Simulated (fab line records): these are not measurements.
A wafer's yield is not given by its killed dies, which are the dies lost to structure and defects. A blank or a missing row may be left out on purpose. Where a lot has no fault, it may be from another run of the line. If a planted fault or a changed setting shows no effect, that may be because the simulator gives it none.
fab line records	flow n5Finfet
record: lots: 11	wafers: 33	lastDay: 17
route steps=1938 shown BEOL_M14@1728
lots untouched by any fault: they come from a run of this same line in which no faults occurred
startH: the number of hours between the record's first day and the start of the first shown wafer of the lot	waitH: hours from the lot's prior step to this one	" same as the row above	L1.1+2: several wafers, shown together as one row	- no value, or no start was given	* or withheld: withheld	< > ~ a bound
route shown NAME@n: NAME is a module with steps in the file, n the number in the route of the first one	usual: average and standard deviation across the fault-free wafers	same: alike in all rows	chamber/n: place in a boat	sites: readings site by site	_std_site: the standard deviation of these	_edge_site: the outer-site mean with the inner-site mean subtracted	radiusMm: how far each site lies from the wafer's centre	mask NAME#n: copy n	behind: the most recent tool/chamber to have shaped the wafer	hold: why the lot was held/for how many hours/how that ended	device: transistor that didn't switch, given as n, p or np	end of line: the same wafers' tests at the end of the route	step lacking rows: just its recipe	killed: count of dies lost to structure and defects at first sort (not the wafer's yield)	map: a wafer's dies, x killed, . not, _ none there
set.NAME: setting as actually run; set.NAME@STEP: the setting as run at that earlier step	model.NAME: the simulator's own value behind a step, which no gauge read
steps of the route over a sample of lots; a table a step, a row a wafer
services: from which hour (startH, from the record's first day; less than 0 if before it) a tool's chamber was out of use, for how many hours, and why
== steps ==
step: N5_BEOL_M14_INSPECT_12
recipe: mode: adi	inspectInstrument: macro
usual: rawDefectCount: 1.9/1.4
lot.wafer	tool	chamber	startH	waitH	rawDefectCount
L978.1	defectInspect-01	-	246.48	0.0	3
L978.4	"	-	"	"	2
L978.5	"	-	"	"	4
L980.1	defectInspect-01	-	267.65	0.0	0
L980.3	"	-	"	"	2
L980.5	"	-	"	"	0
L983.2	defectInspect-02	-	313.83	0.0	3
L983.4	"	-	"	"	3
L983.6	"	-	"	"	0
L988.1	defectInspect-01	-	329.26	0.0	1
L988.4	"	-	"	"	1
L988.5	"	-	"	"	2
L992.1	defectInspect-01	-	347.02	0.0	3
L992.2	"	-	"	"	0
L992.3	"	-	"	"	0
L994.1	defectInspect-02	-	353.48	0.0	3
L994.4	"	-	"	"	3
L994.5	"	-	"	"	2
L996.1	defectInspect-02	-	377.13	0.0	3
L996.4	"	-	"	"	0
L996.5	"	-	"	"	1
L995.1	defectInspect-02	-	378.48	0.0	4
L995.4	"	-	"	"	1
L995.5	"	-	"	"	1
L100.1	defectInspect-02	-	379.69	0.0	1
L100.3	"	-	"	"	0
L100.5	"	-	"	"	2
L999.3	defectInspect-02	-	385.23	0.0	2
L999.5	"	-	"	"	1
L999.6	"	-	"	"	2
L998.1	defectInspect-02	-	387.07	0.0	1
L998.5	"	-	"	"	1
L998.6	"	-	"	"	2
step: N5_BEOL_M14_DESCUM_15
recipe: chemistry: O2	timeS: 7.9	sourcePowerW: 50	biasPowerW: 20	pressureMtorr: 20	rfFrequencyHz: 2.712e+07	tempC: 40	o2FlowSccm: 225
usual: drypumpMotorCurrentA: 5.7/0.36	oesProductAu: 0.81/0.088	rfVppV: 243.5/1.4	showerheadPlenumPTorr: 2.11/0.075	throttleValvePct: 20.48/0.26
same: timeS: 7.9
lot.wafer	tool	chamber	startH	waitH	drypumpMotorCurrentA	oesProductAu	rfHoursCounterH	rfVppV	showerheadPlenumPTorr	throttleValvePct
L978.1	rieDiel-01	3	246.54	0.1	6.1	0.88	28	243.1	2.04	19.95
L978.4	"	1	"	"	5.5	0.78	131	243.5	2.10	20.11
L978.5	"	0	"	"	5.4	0.84	-	241.1	2.03	20.69
L980.1	rieDiel-01	1	267.69	0.0	5.5	0.78	137	243.1	2.10	20.13
L980.3	"	2	"	"	5.9	0.71	218	244.0	2.16	20.70
L980.5	"	3	"	"	6.1	0.86	-	241.6	2.04	19.97
L983.2	rieDiel-03	2	313.88	0.0	5.7	0.75	153	244.9	2.19	20.68
L983.4	"	0	"	"	6.0	0.96	12	244.0	2.15	20.51
L983.6	"	3	"	"	5.1	0.97	-	245.6	2.23	20.30
L988.1	rieDiel-06	2	329.33	0.1	6.8	0.69	235	242.8	2.06	20.95
L988.4	"	0	"	"	5.8	0.72	191	242.9	2.09	20.63
L988.5	"	3	"	"	5.4	0.78	-	243.0	2.10	20.36
L992.1	rieDiel-06	3	347.13	0.1	5.4	0.77	146	242.7	2.10	20.34
L992.2	"	1	"	"	5.8	0.77	137	242.1	2.01	20.74
L992.3	"	0	"	"	5.8	0.71	197	242.0	2.08	20.62
L994.1	rieDiel-06	0	353.51	0.0	5.8	0.70	200	243.6	2.08	20.63
L994.4	"	2	"	"	6.8	0.70	241	242.6	2.06	20.97
L994.5	"	3	"	"	5.4	0.78	-	243.9	2.09	20.36
L996.1	rieDiel-06	3	377.21	0.1	5.4	0.76	157	243.3	2.09	20.37
L996.4	"	1	"	"	5.8	0.76	146	242.6	2.00	20.76
L996.5	"	1	"	"	5.8	0.76	-	242.6	2.00	20.78
L995.1	rieDiel-01	2	378.55	0.1	5.8	0.98	2	243.7	2.15	20.34
L995.4	"	1	"	"	5.5	0.75	180	244.0	2.09	20.20
L995.5	"	3	"	"	6.1	0.81	-	242.8	2.02	20.02
L100.1	rieDiel-06	1	379.81	0.1	5.8	0.76	148	240.6	2.00	20.78
L100.3	"	3	"	"	5.4	0.77	158	242.7	2.09	20.38
L100.5	"	3	"	"	5.4	0.77	-	244.3	2.09	20.37
L999.3	rieDiel-06	3	385.26	0.0	5.4	0.77	161	243.9	2.09	20.36
L999.5	"	0	"	"	5.7	0.70	-	242.5	2.08	20.63
L999.6	"	1	"	"	5.8	0.77	-	242.8	2.00	20.77
L998.1	rieDiel-03	1	387.11	0.0	5.8	0.79	107	245.4	2.20	20.24
L998.5	"	3	"	"	5.1	0.91	-	246.4	2.22	20.32
L998.6	"	0	"	"	6.0	0.90	-	242.8	2.14	20.55
step: N5_BEOL_M14_STRIP_64
recipe: chemistry: O2	powerW: 600	tempC: 60	pressureMtorr: 30	rfFrequencyHz: 6e+07	biasPowerW: 0	overashFraction: 0.3	o2FlowSccm: 225
usual: drypumpMotorCurrentA: 5.7/0.36	oesProductAu: 0.81/0.088	rfVppV: 3.6/0.45	showerheadPlenumPTorr: 2.12/0.075	throttleValvePct: 16.71/0.26
same: overashFraction: 0.3
lot.wafer	tool	chamber	startH	waitH	drypumpMotorCurrentA	oesProductAu	rfHoursCounterH	rfVppV	showerheadPlenumPTorr	throttleValvePct
L978.1	rieDiel-01	3	-	-	6.1	0.88	28	3.5	2.04	16.20
L978.4	"	1	"	"	5.5	0.79	131	3.3	2.11	16.38
L978.5	"	0	"	"	5.4	0.85	-	2.9	2.03	16.90
L980.1	rieDiel-01	1	-	-	5.5	0.78	137	3.4	2.11	16.39
L980.3	"	2	"	"	5.9	0.70	218	3.7	2.17	16.94
L980.5	"	3	"	"	6.1	0.87	-	2.8	2.04	16.21
L983.2	rieDiel-03	2	-	-	5.6	0.75	154	4.2	2.19	16.93
L983.4	"	0	"	"	6.0	0.96	12	3.6	2.15	16.67
L983.6	"	3	"	"	5.1	0.98	-	3.8	2.24	16.48
L988.1	rieDiel-06	2	-	-	6.8	0.70	235	4.4	2.07	17.22
L988.4	"	0	"	"	5.7	0.72	191	3.7	2.09	16.87
L988.5	"	3	"	"	5.4	0.78	-	3.8	2.10	16.59
L992.1	rieDiel-06	3	-	-	5.5	0.78	146	4.4	2.10	16.57
L992.2	"	1	"	"	5.8	0.78	137	3.8	2.01	16.96
L992.3	"	0	"	"	5.8	0.71	197	3.7	2.09	16.87
L994.1	rieDiel-06	0	-	-	5.7	0.71	200	3.1	2.09	16.89
L994.4	"	2	"	"	6.8	0.69	242	3.5	2.06	17.23
L994.5	"	3	"	"	5.4	0.76	-	3.4	2.10	16.61
L996.1	rieDiel-06	3	-	-	5.4	0.77	157	4.5	2.09	16.63
L996.4	"	1	"	"	5.8	0.77	147	3.8	2.01	16.99
L996.5	"	1	"	"	5.8	0.77	-	3.4	2.01	16.99
L995.1	rieDiel-01	2	-	-	5.8	0.97	2	3.6	2.15	16.52
L995.4	"	1	"	"	5.5	0.75	180	4.0	2.09	16.47
L995.5	"	3	"	"	6.1	0.81	-	3.7	2.03	16.31
L100.1	rieDiel-06	1	-	-	5.8	0.76	148	4.8	2.01	16.99
L100.3	"	3	"	"	5.4	0.76	158	3.1	2.09	16.60
L100.5	"	3	"	"	5.4	0.76	-	3.6	2.10	16.63
L999.3	rieDiel-06	3	-	-	5.4	0.76	161	3.1	2.09	16.65
L999.5	"	0	"	"	5.7	0.70	-	3.2	2.08	16.92
L999.6	"	1	"	"	5.8	0.75	-	4.1	2.00	16.99
L998.1	rieDiel-03	1	-	-	5.8	0.81	107	4.5	2.20	16.47
L998.5	"	3	"	"	5.1	0.92	-	3.3	2.23	16.54
L998.6	"	0	"	"	6.0	0.91	-	3.6	2.14	16.72
step: N5_BEOL_M14_COAT_65
recipe: resist: SOC	tempC: 250	timeS: 60	spinRpm: 1500	resistThkNm: 450
usual: heaterPowerTotalW: 500.5/1.9	spinSpeedRpm: 1499.8/1.2
same: timeS: 60
lot.wafer	tool	chamber	startH	waitH	heaterPowerTotalW	spinSpeedRpm
L978.1	lithoTrack-04	0	247.01	0.0	497.6	1499.4
L978.4	"	0	"	"	497.8	1499.8
L978.5	"	0	"	"	500.8	1499.0
L980.1	lithoTrack-01	0	268.17	0.0	501.4	1499.7
L980.3	"	0	"	"	497.7	1498.7
L980.5	"	0	"	"	497.8	1499.6
L983.2	lithoTrack-04	0	314.37	0.0	498.8	1441.9
L983.4	"	0	"	"	502.0	1444.2
L983.6	"	0	"	"	497.4	1443.0
L988.1	lithoTrack-04	0	329.84	0.0	500.3	1443.8
L988.4	"	0	"	"	499.2	1445.8
L988.5	"	0	"	"	503.1	1443.1
L992.1	lithoTrack-01	0	347.63	0.0	498.3	1498.1
L992.2	"	0	"	"	498.8	1499.7
L992.3	"	0	"	"	501.1	1500.2
L994.1	lithoTrack-01	0	353.99	0.0	499.7	1502.2
L994.4	"	0	"	"	501.8	1498.4
L994.5	"	0	"	"	502.5	1499.9
L996.1	lithoTrack-01	0	377.68	0.0	501.9	1500.7
L996.4	"	0	"	"	497.6	1501.6
L996.5	"	0	"	"	502.3	1501.1
L995.1	lithoTrack-05	0	379.02	0.0	499.2	1499.7
L995.4	"	0	"	"	500.0	1499.6
L995.5	"	0	"	"	499.0	1499.3
L100.1	lithoTrack-05	0	380.28	0.0	497.7	1499.1
L100.3	"	0	"	"	502.5	1499.9
L100.5	"	0	"	"	503.1	1498.0
L999.3	lithoTrack-04	0	385.73	0.0	500.3	1499.5
L999.5	"	0	"	"	497.5	1500.4
L999.6	"	0	"	"	498.2	1498.9
L998.1	lithoTrack-04	0	387.58	0.0	503.0	1498.4
L998.5	"	0	"	"	498.6	1500.2
L998.6	"	0	"	"	502.4	1499.7
== services ==
tool	chamber	startH	hours	kind
rieDiel-01	1	247.05	2.6	repair
rieDiel-03	3	247.54	9.3	repair
rieDiel-03	0	259.40	-	clean
rieDiel-03	0	259.40	-	consumableReplace:focusRing
rieDiel-03	0	259.40	20.5	scheduledDown
rieDiel-03	0	259.40	20.5	ventCycle
rieDiel-03	-	267.25	1.6	repair
rieDiel-03	3	279.88	-	clean
rieDiel-03	3	279.88	-	consumableReplace:focusRing
rieDiel-03	3	279.88	-	consumableReplace:showerhead
rieDiel-03	3	279.88	20.9	scheduledDown
rieDiel-03	3	279.88	20.9	ventCycle
lithoTrack-01	-	319.78	-	consumableReplace:filter
rieDiel-03	2	330.71	4.4	repair
rieDiel-01	2	357.51	-	clean
rieDiel-01	2	357.51	-	consumableReplace:focusRing
rieDiel-01	2	357.51	16.1	scheduledDown
rieDiel-01	2	357.51	16.1	ventCycle
rieDiel-06	-	370.27	2.8	pm
rieDiel-06	2	379.23	-	clean
rieDiel-06	2	379.23	-	consumableReplace:esc
rieDiel-06	2	379.23	-	consumableReplace:focusRing
rieDiel-06	2	379.23	23.6	scheduledDown
rieDiel-06	2	379.23	23.6	ventCycle
== key ==
firstSign: step: N5_BEOL_M14_COAT_65	reading: spinSpeedRpm	direction: down	sigmas: 47	usual: *	struck: *
effect none on later readings
metAt N5_BEOL_M14_COAT_65
struckLots L983,L988
notActingAt N5_BEOL_M14_INSPECT_12,N5_BEOL_M14_DESCUM_15,N5_BEOL_M14_STRIP_64
onsetBetween 247.01 314.37
fault: kind: processParameterDrift	tool: lithoTrack-04	chamber: -	onsetH: 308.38	steps: N5_BEOL_M14_COAT_65	channel: spinRpm	offset: *	shape: step	endH: 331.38	actsIn: *	stated: *
